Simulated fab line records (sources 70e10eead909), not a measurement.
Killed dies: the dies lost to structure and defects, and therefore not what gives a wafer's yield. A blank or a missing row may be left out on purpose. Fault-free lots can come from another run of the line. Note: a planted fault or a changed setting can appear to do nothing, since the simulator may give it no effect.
Matching of chambers	flow nand_harc	NHARC_P_BONDPAD_DESCUM_11 on rie_diel-07 has 4 sister chambers
The step chemistry O2, time 3 s. 7 wafers are shown with their chamber, then 8 later ones without.

WAFERS, EACH WITH ITS CHAMBER
wafer	chamber	rf_vpp_V (V)	oes_product_au (a.u.)
L079.2	1	60.2	0.993
L087.1	0	57.8	0.997
L087.5	2	58.5	0.988
L086.2	3	56.7	1.008
L086.4	0	57.6	0.998
L086.6	3	57.8	1.006
L092.1	2	57.5	0.992

WAFERS WHOSE CHAMBER IS MISSING
wafer	rf_vpp_V (V)	oes_product_au (a.u.)
L092.2	57.6	0.986
L092.5	58.5	0.979
L094.3	56.6	1.006
L094.4	56.9	0.990
L094.6	58.1	1.003
L097.3	57.6	1.004
L097.4	58.5	1.007
L097.5	58.6	1.001

THE CHAMBER EACH PASSED THROUGH
wafer	from the rows above	in truth
L092.2	2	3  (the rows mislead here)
L092.5	2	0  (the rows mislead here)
L094.3	3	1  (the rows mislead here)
L094.4	2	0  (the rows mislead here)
L094.6	can't be placed: 3 or 0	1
L097.3	can't be placed: 3 or 0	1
L097.4	3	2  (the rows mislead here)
L097.5	can't be placed: 0 or 3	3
Placed correctly: 0 of 8. From these rows, 3 cannot be placed; in 1 the true chamber is one of the candidates. Placed wrongly: 5.
How it was worked out, from the rows above alone: a wafer's distance from a chamber is the root of the sum, over the readings, of the square of ((its reading less the chamber's mean) divided by the reading's scatter). If the next closest chamber is less than 2 further off than the closest, the wafer can't be placed; otherwise it belongs to the closest. For every chamber, the mean is computed from those of its wafers that are shown. The scatter: the root of (the sum of the squares of (reading less its chamber's mean) over the shown wafers, divided by (wafers less chambers)).
